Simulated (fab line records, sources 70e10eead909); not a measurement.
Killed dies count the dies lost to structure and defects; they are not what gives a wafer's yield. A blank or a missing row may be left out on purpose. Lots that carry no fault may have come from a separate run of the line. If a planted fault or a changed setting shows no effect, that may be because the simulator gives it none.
Chamber matching | flow nand harc | rie si-04 running NHARC_A_DECK1_JOINT_ETCHBACK_07: 4 sister chambers
The step etches the open film in HBr, target depth 105 nm, time 26.9 s. 4 wafers are shown with their chamber, then 7 later ones without.

## WAFERS, EACH WITH ITS CHAMBER
wafer  | chamber | drypump motor current A (A)
L074.3 | 0       | 6.0
L078.3 | 2       | 5.0
L091.2 | 1       | 5.1
L091.5 | 3       | 5.6

## WAFERS WHOSE CHAMBER IS MISSING
wafer  | drypump motor current A (A)
L091.6 | 5.0
L096.2 | 5.7
L096.4 | 5.0
L096.5 | 6.0
L097.1 | 5.7
L097.5 | 5.0
L097.6 | 5.9

## EACH ONE'S CHAMBER
wafer  | from the rows above     | in truth
L091.6 | can't be placed: 2 or 1 | 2
L096.2 | 3                       | 3
L096.4 | can't be placed: 2 or 1 | 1
L096.5 | 0                       | 0
L097.1 | 3                       | 3
L097.5 | can't be placed: 2 or 1 | 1
L097.6 | 0                       | 0
Correct placement for 4 of the 7. Can't be placed from these rows: 3 (the true chamber is among the candidates in 3). Placed wrongly: 0.
How it was worked out, from the rows above alone: a wafer's distance from a chamber is the root of the sum, over the readings, of the square of ((its reading less the chamber's mean) divided by the reading's scatter). If the next closest chamber is less than 2 further off than the closest, the wafer can't be placed; otherwise it belongs to the closest. Each chamber's mean is taken over the wafers shown for it. The scatter: root of mean squared gap, hidden wafer to nearest shown wafer, with one shown wafer a chamber.
